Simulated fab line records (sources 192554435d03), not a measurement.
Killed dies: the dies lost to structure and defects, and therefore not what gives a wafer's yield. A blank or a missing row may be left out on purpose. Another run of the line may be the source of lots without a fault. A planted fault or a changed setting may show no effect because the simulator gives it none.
Lot-split experiment :: flow n5 finfet :: on a route of 1938 steps: 7 lots, 21 wafers read

ON THE SPLIT
At N5_BEOL_M1_TRENCH_ETCH_37 (etches SiOC in C4F6/O2, target depth 55.207 nm, time 29 s), the setting time s was moved away from the recipe's 29 s on 6 of the 21 wafers read, by -19.4% to +19.3%. This setting was run at the recipe's value on the other wafers.

FROM THE SPLIT TO THE READING: what the file shows between them, 2 steps
- N5_BEOL_M1_ETCH_41: etches SiCN in CH3F/O2, target depth 31.9 nm, time 57.8 s
- N5_BEOL_M1_STRIP_97: strips in N2/H2, time 10 s

THE READING
trench depth nm, in nm, at N5_BEOL_M1_OCD_MEAS_38. Typical for fault-free wafers on this fab line: 55.2 nm, with standard deviation 0.92 nm.

wafer: L075.1
tool, chamber at the split: rie diel-01, 3
time s as run, s: 34.6
against the recipe: +19.3%
trench depth nm, nm: 67.1
against lot-mates on the recipe: +11.5

wafer: L075.4
tool, chamber at the split: rie diel-01, 1
time s as run, s: 29
against the recipe: recipe
trench depth nm, nm: 55.6
against lot-mates on the recipe: -

wafer: L075.6
tool, chamber at the split: rie diel-01, 0
time s as run, s: 34.6
against the recipe: +19.3%
trench depth nm, nm: 65.3
against lot-mates on the recipe: +9.7

wafer: L076.1
tool, chamber at the split: rie diel-02, 3
time s as run, s: 29
against the recipe: recipe
trench depth nm, nm: 53.2
against lot-mates on the recipe: -

wafer: L076.2
tool, chamber at the split: rie diel-02, 0
time s as run, s: 29
against the recipe: recipe
trench depth nm, nm: 53.7
against lot-mates on the recipe: -

wafer: L076.5
tool, chamber at the split: rie diel-02, 1
time s as run, s: 29
against the recipe: recipe
trench depth nm, nm: 54.5
against lot-mates on the recipe: -

wafer: L084.1
tool, chamber at the split: rie diel-01, 1
time s as run, s: 29
against the recipe: recipe
trench depth nm, nm: 55.2
against lot-mates on the recipe: -

wafer: L084.5
tool, chamber at the split: rie diel-01, 3
time s as run, s: 29
against the recipe: recipe
trench depth nm, nm: 56.3
against lot-mates on the recipe: -

wafer: L084.6
tool, chamber at the split: rie diel-01, 0
time s as run, s: 29
against the recipe: recipe
trench depth nm, nm: 55.3
against lot-mates on the recipe: -

wafer: L089.3
tool, chamber at the split: rie diel-03, 2
time s as run, s: 29
against the recipe: recipe
trench depth nm, nm: 56.0
against lot-mates on the recipe: -

wafer: L089.5
tool, chamber at the split: rie diel-03, 3
time s as run, s: 29
against the recipe: recipe
trench depth nm, nm: 56.4
against lot-mates on the recipe: -

wafer: L089.6
tool, chamber at the split: rie diel-03, 2
time s as run, s: 29
against the recipe: recipe
trench depth nm, nm: 55.9
against lot-mates on the recipe: -

wafer: L094.1
tool, chamber at the split: rie diel-03, 1
time s as run, s: 23.36
against the recipe: -19.4%
trench depth nm, nm: 44.8
against lot-mates on the recipe: -10.6

wafer: L094.4
tool, chamber at the split: rie diel-03, 0
time s as run, s: 29
against the recipe: recipe
trench depth nm, nm: 55.4
against lot-mates on the recipe: -

wafer: L094.6
tool, chamber at the split: rie diel-03, 3
time s as run, s: 23.36
against the recipe: -19.4%
trench depth nm, nm: 45.1
against lot-mates on the recipe: -10.3

wafer: L095.4
tool, chamber at the split: rie diel-01, 1
time s as run, s: 32.47
against the recipe: +12.0%
trench depth nm, nm: 60.0
against lot-mates on the recipe: +3.7

wafer: L095.5
tool, chamber at the split: rie diel-01, 0
time s as run, s: 32.47
against the recipe: +12.0%
trench depth nm, nm: 63.2
against lot-mates on the recipe: +6.9

wafer: L095.6
tool, chamber at the split: rie diel-01, 3
time s as run, s: 29
against the recipe: recipe
trench depth nm, nm: 56.3
against lot-mates on the recipe: -

wafer: L097.4
tool, chamber at the split: rie diel-02, 2
time s as run, s: 29
against the recipe: recipe
trench depth nm, nm: 55.0
against lot-mates on the recipe: -

wafer: L097.5
tool, chamber at the split: rie diel-02, 2
time s as run, s: 29
against the recipe: recipe
trench depth nm, nm: 55.3
against lot-mates on the recipe: -

wafer: L097.6
tool, chamber at the split: rie diel-02, 1
time s as run, s: 29
against the recipe: recipe
trench depth nm, nm: 55.3
against lot-mates on the recipe: -

FIT RESULTS
A straight line over all 21 wafers: trench depth nm changes by +0.544 nm for each +1% of time s; r = +0.98; the points scatter about the line by 1 nm.
The same after taking each lot's own level away (the mean of its wafers on the recipe; 21 wafers): +0.528 nm for each +1%; r = +0.99; scatter 0.76 nm.
Per that fit: largest time s move, reading shift of 10 nm.
Across the lots, their own levels run from 53.80 to 56.30 nm, a range of 2.7 times the standard deviation given above.
The two slopes are in agreement: the lot-to-lot level therefore moves the slope only a little.
Check: -10.2 nm against its lot-mates is what the line predicts for one of the wafers moved furthest among these (-19.4%) when that wafer is left out of the fit. Against them it came out at -10.6 nm.

THE OTHER SPLITS THESE WAFERS WENT THROUGH
Before the reading, these wafers also passed through other splits. Each is held against what the fit with the lots' levels taken away leaves over:
other split on the same wafers: N5_HKMG_FIN_PEB_10 peb time s
wafers away from the commonest value: 9
r with trench depth nm (lot level and that fit taken away): -0.08

other split on the same wafers: N5_GATE_CUT_ALD_22 ald cycles
wafers away from the commonest value: 6
r with trench depth nm (lot level and that fit taken away): +0.06

other split on the same wafers: N5_MOL_CONTACT_COAG_COAT_103 spin rpm
wafers away from the commonest value: 4
r with trench depth nm (lot level and that fit taken away): -0.39

other split on the same wafers: N5_MOL_CONTACT_COAG_ETCH_110 bias w
wafers away from the commonest value: 8
r with trench depth nm (lot level and that fit taken away): -0.11

other split on the same wafers: N5_MOL_CONTACT_COAG_VIA_ETCH_117 bias w
wafers away from the commonest value: 6
r with trench depth nm (lot level and that fit taken away): +0.00

other split on the same wafers: N5_MOL_CONTACT_COAG_CVD_140 target thk a
wafers away from the commonest value: 8
r with trench depth nm (lot level and that fit taken away): +0.34

other split on the same wafers: N5_BEOL_M0_SAQP_SPACER1_ALD_98 temp c
wafers away from the commonest value: 8
r with trench depth nm (lot level and that fit taken away): -0.20

other split on the same wafers: N5_BEOL_M0_SAQP_ETCH_107 bias w
wafers away from the commonest value: 6
r with trench depth nm (lot level and that fit taken away): +0.11

other split on the same wafers: N5_BEOL_M0_TRENCH_ETCH_107 target depth a
wafers away from the commonest value: 8
r with trench depth nm (lot level and that fit taken away): -0.05

other split on the same wafers: N5_BEOL_M1_ETCH_70 bias w
wafers away from the commonest value: 5
r with trench depth nm (lot level and that fit taken away): +0.37

THE WHOLE CHAIN: every reading that the file lists as answering this split, in the file's order
step: N5_BEOL_M1_TRENCH_ETCH_37
what it does: etches SiOC in C4F6/O2, target depth 55.207 nm, time 29 s
reading: BEOL_M1.feature depth nm (the simulator's own value, which no gauge read)
change (the file's fit): +0.524 nm for each +1% of the setting
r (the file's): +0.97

step: N5_BEOL_M1_TRENCH_ETCH_37
what it does: etches SiOC in C4F6/O2, target depth 55.207 nm, time 29 s
reading: etch.depth nm (the simulator's own value, which no gauge read)
change (the file's fit): +0.525 nm for each +1% of the setting
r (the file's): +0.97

step: N5_BEOL_M1_OCD_MEAS_38
what it does: 
reading: trench depth nm
change (the file's fit): +0.526 nm for each +1% of the setting
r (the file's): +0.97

THE FILE'S OWN FIT
trench depth nm changes by +0.526 nm for each +1% of time s, r = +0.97.
